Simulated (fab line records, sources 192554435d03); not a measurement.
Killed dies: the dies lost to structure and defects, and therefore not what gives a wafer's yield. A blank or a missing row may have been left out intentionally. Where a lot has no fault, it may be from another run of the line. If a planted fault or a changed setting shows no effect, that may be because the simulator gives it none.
Which tool is to blame? | flow n5Finfet | 72 wafers from 24 lots sampled at 2 of the route's 1938 steps

== WHAT THE GAUGES READ, wafer by wafer ==
N5_WELL_APT_INSPECT_10: inspects for defects (macro). Usual: 1.9 for rawDefectCount, sd 1.5.
lot  | measured    | on               | rawDefectCount | flag
L074 | day 1 13:44 | defectInspect-02 | 4 3 1          | 
L075 | day 1 19:49 | defectInspect-01 | 3 0 1          | 
L076 | day 2 02:16 | defectInspect-02 | 1 3 1          | 
L077 | day 2 07:38 | defectInspect-02 | 0 2 1          | 
L078 | day 2 13:38 | defectInspect-01 | 5 4 0          | 
L079 | day 2 19:44 | defectInspect-01 | 1 0 2          | 
L080 | day 3 01:53 | defectInspect-02 | 3 4 3          | 
L081 | day 3 09:20 | defectInspect-02 | 3 1 3          | 
L082 | day 3 13:46 | defectInspect-02 | 2 3 3          | 
L083 | day 3 19:44 | defectInspect-02 | 1 3 2          | 
L084 | day 4 02:08 | defectInspect-02 | 4 3 0          | 
L085 | day 4 08:01 | defectInspect-01 | 0 1 1          | 
L086 | day 4 13:52 | defectInspect-01 | 1 4 5          | 
L087 | day 4 19:59 | defectInspect-02 | 3 1 3          | 
L088 | day 5 01:44 | defectInspect-02 | 1 3 1          | 
L089 | day 5 07:45 | defectInspect-01 | 2 3 0          | 
L090 | day 5 14:02 | defectInspect-02 | 1 1 1          | 
L091 | day 5 19:59 | defectInspect-01 | 0 0 2          | 
L092 | day 6 01:52 | defectInspect-01 | 3 1 4          | 
L093 | day 6 07:44 | defectInspect-02 | 0 2 1          | 
L094 | day 6 13:38 | defectInspect-02 | 3 3 0          | 
L095 | day 6 19:47 | defectInspect-01 | 0 2 1          | 
L096 | day 7 01:42 | defectInspect-02 | 1 0 0          | 
L097 | day 7 07:49 | defectInspect-01 | 1 2 3          | 

N5_WELL_APT_CD_MEAS_25 targets a cd of 200 nm. Usual: 199.9 nm for cdNm, sd 2.5.
lot  | measured    | on       | cdNm (nm)         | flag
L074 | day 1 15:02 | cdSem-02 | 198.3 200.6 200.8 | 
L075 | day 1 20:54 | cdSem-01 | 194.1 196.6 195.5 | 
L076 | day 2 03:29 | cdSem-01 | 195.7 201.4 198.7 | 
L077 | day 2 08:41 | cdSem-01 | 196.6 198.2 195.5 | 
L078 | day 2 14:46 | cdSem-03 | 202.5 204.0 202.5 | 
L079 | day 2 20:48 | cdSem-03 | 202.6 202.9 201.8 | 
L080 | day 3 02:56 | cdSem-02 | 196.1 200.0 198.3 | 
L081 | day 3 10:25 | cdSem-02 | 203.2 199.3 202.3 | 
L082 | day 3 15:02 | cdSem-01 | 197.4 196.0 199.9 | 
L083 | day 3 21:12 | cdSem-02 | 198.2 201.7 202.4 | 
L084 | day 4 03:14 | cdSem-02 | 202.3 203.0 196.9 | 
L085 | day 4 09:24 | cdSem-02 | 202.2 203.3 196.5 | 
L086 | day 4 15:07 | cdSem-01 | 202.0 199.1 204.7 | 
L087 | day 4 21:04 | cdSem-03 | 198.4 198.1 197.5 | 
L088 | day 5 03:07 | cdSem-02 | 198.1 195.1 194.4 | 
L089 | day 5 09:01 | cdSem-02 | 196.3 199.6 199.7 | 
L090 | day 5 15:06 | cdSem-02 | 201.3 203.0 199.1 | 
L091 | day 5 21:18 | cdSem-01 | 197.0 202.3 201.3 | 
L092 | day 6 03:03 | cdSem-01 | 200.7 200.7 199.2 | 
L093 | day 6 08:48 | cdSem-02 | 200.0 196.5 202.6 | 
L094 | day 6 15:19 | cdSem-03 | 195.3 201.2 202.4 | 
L095 | day 6 21:13 | cdSem-01 | 199.4 200.6 200.8 | 
L096 | day 7 03:06 | cdSem-02 | 199.0 197.4 197.3 | 
L097 | day 7 08:58 | cdSem-03 | 201.7 200.7 200.7 | 

== TOOL THAT RAN EACH LOT (tool first, then ch and the chambers of the sampled wafers, then the start) ==
The record shows no process step preceding these readings.

== AS READ BY THE TOOLS THEMSELVES (means over the sampled wafers that have a number; for cases with no such wafer, the mark the record gives instead) ==
The record holds no such reading with a usual standard deviation.

== THE ANSWER, worked out from the rows above alone ==
Rule: a lot counts as off when the mean over its wafers that have a number is more than 3 standard deviations away from the usual mean. A lot without any number at a reading at which 4 lots or more have one is off too. Where the step has rows for the other lots, those lots are counted as sound. The gauges are gone through in route order, then the tools' own readings, and for those a lot's mean is taken as printed above. At the first step where some lot is off, the reading lying furthest off is the one used; lots without a number count as furthest.
Across all readings shown, no lot is off: no conclusion can be drawn from this.

== WHAT HAD BEEN PUT IN BY THE SIMULATOR ==
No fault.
